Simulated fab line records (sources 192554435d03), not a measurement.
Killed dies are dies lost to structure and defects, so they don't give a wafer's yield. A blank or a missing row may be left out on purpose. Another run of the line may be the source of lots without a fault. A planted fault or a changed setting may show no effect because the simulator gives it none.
Matching of chambers ; flow n5 finfet ; N5_BEOL_M3_ETCH_74 on rie diel-03 has 4 sister chambers
The step etches underlayer in N2/H2, target depth 6.5 nm, time 5.2 s. 4 wafers are shown with their chamber, then 9 later ones without.

## WAFERS PAIRED WITH THEIR CHAMBERS
wafer;chamber;showerhead plenum p Torr (Torr)
L082.2;1;2.63
L084.1;2;2.49
L084.2;0;2.64
L084.4;3;2.56

## WAFERS WITHOUT THEIR CHAMBER
wafer;showerhead plenum p Torr (Torr)
L085.1;2.62
L085.2;2.64
L085.4;2.62
L094.1;2.62
L094.2;2.48
L094.3;2.63
L097.3;2.48
L097.4;2.61
L097.6;2.63

## WHICH CHAMBER EACH ONE RAN IN
wafer;from the rows above;in truth
L085.1;can't be placed: 1 or 0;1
L085.2;can't be placed: 0 or 1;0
L085.4;can't be placed: 1 or 0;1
L094.1;can't be placed: 1 or 0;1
L094.2;2;2
L094.3;can't be placed: 1 or 0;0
L097.3;2;2
L097.4;can't be placed: 1 or 0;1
L097.6;can't be placed: 1 or 0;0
Placed correctly: 2 of 9. Cannot be placed on the basis of these rows: 7; the candidates contain the true chamber in 7. Number placed wrongly: 0.
How it was worked out, from the rows above alone: a wafer's distance from a chamber is the root of the sum, over the readings, of the square of ((its reading less the chamber's mean) divided by the reading's scatter). The wafer belongs to the nearest chamber; if the next one is less than 2 further off, it can't be placed. For every chamber, the mean is computed from those of its wafers that are shown. The scatter: with one shown wafer a chamber, the root of the mean of the squares of how far each hidden wafer lies from its nearest shown one.
